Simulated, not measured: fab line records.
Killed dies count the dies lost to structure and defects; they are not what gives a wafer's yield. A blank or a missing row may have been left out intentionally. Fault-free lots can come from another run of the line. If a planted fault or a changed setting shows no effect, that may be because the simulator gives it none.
Struck lot and sound lot, side by side ; flow nand harc ; 13 steps out of a route of 1302
Sound: the wafers L149.2, L149.3, L149.5. Wafers struck: L157.2, L157.3, L157.6. The cause is named last.
Per side, at each step with rows, come the tool, then ch with its chambers, and then its first start. Under that, the readings that differ: sound wafers ; struck wafers ; difference of the means ; sigmas: that difference in standard deviations of wafers without a fault.
alike: same words and numbers on both sides, and readings whose means sit less than 2 such deviations apart. not compared: any withheld reading, any reading some wafer has no value for, any bound like >300 that may hide the same value, and any number with overlapping values for which the record gives no deviation.
A row with sigmas, a row that says differs or no value, or rows on one side alone: a step with any of these is where the two part. Numbers that have no deviation but don't overlap get no sigmas and don't part them. A reading missing from all wafers of one side parts the sides only when that side holds two or more wafers.

NHARC_P_STI_INSPECT_25:
  sound on defect inspect-02, day 6 12:57; struck on defect inspect-02, day 10 03:41
  alike: raw defect count
then, 11 steps without rows for these wafers: NHARC_P_GATE_ETCH_69 (etches SiO2 in dHF, target depth 14 nm); NHARC_P_GATE_PRECLEAN_70 (cleans in SC1); NHARC_P_GATE_SRD_01; NHARC_P_GATE_OXIDE_02 (material SiO2, target thk 37.5 nm, ox time 365 s); NHARC_P_GATE_DEHYDRATE_03 (time 120 s); NHARC_P_GATE_HMDS_04 (time 30 s); NHARC_P_GATE_COAT_05; NHARC_P_GATE_SOFTBAKE_06 (time 95 s); NHARC_P_GATE_EBR_07; NHARC_P_GATE_EXPOSE_08 (exposes mask P HV); NHARC_P_GATE_PEB_09 (peb time 85 s).
NHARC_P_GATE_DEVELOP_10: time 70 s.
  sound on litho track-03 ch 0, day 6 22:00; struck on litho track-03, day 10 12:00
  no value came back on the struck wafers for chill plate temp C (C), exhaust pa (Pa); on the sound wafers chill plate temp C (C) reads 23.08 22.93 23.18

== WHERE THEY PART ==
At NHARC_P_GATE_DEVELOP_10 and nowhere else, as far as this record goes.

WHY: what had been put in by the simulator
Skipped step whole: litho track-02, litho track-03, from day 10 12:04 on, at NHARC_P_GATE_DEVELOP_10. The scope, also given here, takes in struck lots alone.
